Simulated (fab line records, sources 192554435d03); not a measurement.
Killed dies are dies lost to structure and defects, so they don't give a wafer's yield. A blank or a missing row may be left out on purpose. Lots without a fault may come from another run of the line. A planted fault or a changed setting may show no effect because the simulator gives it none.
Which tool did it? | flow n5_finfet | 20 lots, 60 wafers sampled, at 1 step of a route of 1938

WHAT THE GAUGES READ, wafer by wafer
N5_BEOL_M7_INSPECT_30: inspects for defects (brightfield).
lot  | measured     | on                | raw_defect_count
L074 | day 9 03:54  | defect_inspect-02 | 240 326 283
L076 | day 9 09:01  | defect_inspect-01 | 407 424 296
L077 | day 9 22:18  | defect_inspect-02 | 492 519 449
L079 | day 10 04:08 | defect_inspect-01 | 336 488 403
L078 | day 10 04:18 | defect_inspect-02 | 382 342 345
L080 | day 11 01:44 | defect_inspect-01 | 552 328 339
L082 | day 11 05:10 | defect_inspect-01 | 308 337 404
L083 | day 11 06:33 | defect_inspect-01 | 344 322 430
L085 | day 11 11:22 | defect_inspect-02 | 313 365 271
L081 | day 11 13:05 | defect_inspect-02 | 307 358 280
L084 | day 12 05:46 | defect_inspect-02 | 418 448 425
L086 | day 13 01:51 | defect_inspect-02 | 374 385 450
L089 | day 13 02:01 | defect_inspect-01 | 299 321 354
L088 | day 13 04:13 | defect_inspect-02 | 322 455 373
L094 | day 14 07:37 | defect_inspect-02 | 646 349 309
L092 | day 14 07:47 | defect_inspect-02 | 451 248 323
L093 | day 14 09:41 | defect_inspect-01 | 363 366 394
L095 | day 14 16:00 | defect_inspect-01 | 534 277 281
L096 | day 15 10:24 | defect_inspect-01 | 366 435 320
L097 | day 15 20:16 | defect_inspect-02 | 544 405 792

WHICH TOOL RAN EACH LOT (tool, then ch and the chambers of the sampled wafers, then the start)
The record holds no process step before these readings.

WHAT THE TOOLS THEMSELVES READ (means of the sampled wafers that have a number; where no wafer has one, the mark that the record gives instead)
The record holds no such reading with a usual standard deviation.

THE ANSWER, worked out from the rows above alone
Rule: what is usual is taken from the lots themselves. Put in order of their means at a reading, lots are off if they are a third of the lots or fewer, leave a main group of 4 or more, and stand apart from it by a gap of 3 or more times the standard deviation of the main group's means; of several such gaps the widest counts. A main group whose means are all the same, to the digits that the tables above print for the reading, isn't used. A lot without any number at a reading at which 4 lots or more have one is off too. The other lots that the step has rows for count as sound. The gauges are gone through in route order, then the tools' own readings, and for those a lot's mean is taken as printed above. The first step at which some lot is off is used, and at that step the reading that is off furthest; a lot without a number counts as furthest.
No lot is off at any reading shown: from this, nothing can be told.

WHAT THE SIMULATOR HAD PUT IN
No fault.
